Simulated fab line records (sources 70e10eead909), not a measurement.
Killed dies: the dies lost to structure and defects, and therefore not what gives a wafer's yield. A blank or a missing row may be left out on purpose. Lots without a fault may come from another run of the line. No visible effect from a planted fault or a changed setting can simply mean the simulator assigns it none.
Matching of chambers	flow nand_harc	NHARC_THIN_TSV_DEP_43 on pecvd-01: 3 sister chambers
The step deposits SiO2, target thk 1328.5 nm. 6 wafers are shown with their chamber, then 8 later ones without.

== WAFERS WITH THEIR CHAMBER ==
wafer	chamber	throttle_valve_pct (%)
L557.5	2	16.5
L556.5	0	16.2
L559.1	1	16.1
L559.2	0	15.8
L559.4	1	16.3
L563.1	2	16.7

== WAFERS WITHOUT THEIR CHAMBER ==
wafer	throttle_valve_pct (%)
L563.2	15.9
L563.5	16.3
L567.2	16.7
L567.5	16.0
L567.6	16.7
L572.2	16.2
L572.5	16.0
L572.6	16.5

== THE CHAMBER EACH PASSED THROUGH ==
wafer	from the rows above	in truth
L563.2	can't be placed: 0 or 1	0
L563.5	can't be placed: 1 or 0 or 2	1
L567.2	2	2
L567.5	can't be placed: 0 or 1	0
L567.6	2	2
L572.2	can't be placed: 1 or 0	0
L572.5	can't be placed: 0 or 1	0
L572.6	can't be placed: 2 or 1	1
Correct placement for 2 of the 8. Can't be placed from these rows: 6 (the true chamber is among the candidates in 6). Wrongly placed: 0.
How it was worked out, from the rows above alone: a wafer's distance from a chamber is the root of the sum, over the readings, of the square of ((its reading less the chamber's mean) divided by the reading's scatter). If the next closest chamber is less than 2 further off than the closest, the wafer can't be placed; otherwise it belongs to the closest. For every chamber, the mean is computed from those of its wafers that are shown. How the scatter is found: for the shown wafers, subtract from each reading the mean of its chamber, square and add these, divide the total by (wafers less chambers), then take the root.
